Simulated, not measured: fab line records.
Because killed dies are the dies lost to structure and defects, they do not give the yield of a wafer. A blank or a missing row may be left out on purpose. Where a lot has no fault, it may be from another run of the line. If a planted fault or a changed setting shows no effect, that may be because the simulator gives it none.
Matching of chambers	flow n5_finfet	N5_HKMG_FIN_STRIP_90 on rie_diel-03 has 4 sister chambers
The step strips SOC in N2/H2, time 20 s. 4 wafers are shown with their chamber, then 10 later ones without.

## EACH WAFER AND ITS CHAMBER
wafer	chamber	drypump_motor_current_A (A)
L079.2	1	5.8
L087.5	0	5.0
L089.1	2	5.2
L089.3	3	4.9

## WAFERS WHOSE CHAMBER IS MISSING
wafer	drypump_motor_current_A (A)
L089.5	5.8
L091.1	5.0
L091.3	5.2
L091.6	4.8
L096.3	4.9
L096.5	5.8
L096.6	5.3
L097.1	5.0
L097.3	5.9
L097.5	5.3

## WHICH CHAMBER EACH ONE RAN IN
wafer	from the rows above	in truth
L089.5	1	1
L091.1	can't be placed: 0 or 3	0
L091.3	2	2
L091.6	can't be placed: 3 or 0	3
L096.3	can't be placed: 3 or 0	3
L096.5	1	1
L096.6	2	2
L097.1	can't be placed: 0 or 3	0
L097.3	1	1
L097.5	2	2
Placed correctly: 6 of 10. Unplaceable from these rows: 4, with the true chamber sitting among the candidates in 4. Placed wrongly: 0.
How it was worked out, from the rows above alone: a wafer's distance from a chamber is the root of the sum, over the readings, of the square of ((its reading less the chamber's mean) divided by the reading's scatter). If the next closest chamber is less than 2 further off than the closest, the wafer can't be placed; otherwise it belongs to the closest. For every chamber, the mean is computed from those of its wafers that are shown. The scatter: root of mean squared gap, hidden wafer to nearest shown wafer, with one shown wafer a chamber.
